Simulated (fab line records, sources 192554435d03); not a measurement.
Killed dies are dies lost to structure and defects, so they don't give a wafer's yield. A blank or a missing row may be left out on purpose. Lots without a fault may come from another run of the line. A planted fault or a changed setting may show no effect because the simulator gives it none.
Chamber matching | flow n5_finfet | N5_MOL_CONTACT_COAG_ETCHBACK_136 on rie_diel-04: 4 sister chambers
The step etches SiO2 in CHF3, target depth 25 nm, time 16.7 s. 4 wafers are shown with their chamber, then 11 later ones without.

WAFERS WITH THEIR CHAMBER
wafer  | chamber | drypump_motor_current_A (A)
L085.4 | 1       | 6.2
L088.4 | 2       | 5.6
L089.2 | 3       | 5.5
L090.2 | 0       | 6.2

WAFERS WITHOUT THEIR CHAMBER
wafer  | drypump_motor_current_A (A)
L090.3 | 5.6
L090.6 | 5.5
L094.1 | 5.5
L094.2 | 6.2
L094.3 | 5.5
L095.4 | 6.2
L095.5 | 6.2
L095.6 | 6.3
L097.1 | 6.2
L097.2 | 5.5
L097.5 | 5.5

WHICH CHAMBER EACH WENT THROUGH
wafer  | from the rows above     | in truth
L090.3 | 2                       | 2
L090.6 | 3                       | 3
L094.1 | 3                       | 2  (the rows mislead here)
L094.2 | can't be placed: 0 or 1 | 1
L094.3 | 3                       | 3
L095.4 | can't be placed: 0 or 1 | 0
L095.5 | can't be placed: 0 or 1 | 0
L095.6 | can't be placed: 0 or 1 | 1
L097.1 | can't be placed: 0 or 1 | 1
L097.2 | 3                       | 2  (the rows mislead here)
L097.5 | 3                       | 3
Placed correctly: 4 of 11. Can't be placed from these rows: 5 (the true chamber is among the candidates in 5). Placed wrongly: 2.
How it was worked out, from the rows above alone: a wafer's distance from a chamber is the root of the sum, over the readings, of the square of ((its reading less the chamber's mean) divided by the reading's scatter). The wafer belongs to the nearest chamber; if the next one is less than 2 further off, it can't be placed. A chamber's mean is the mean of its shown wafers. The scatter: with one shown wafer a chamber, the root of the mean of the squares of how far each hidden wafer lies from its nearest shown one.
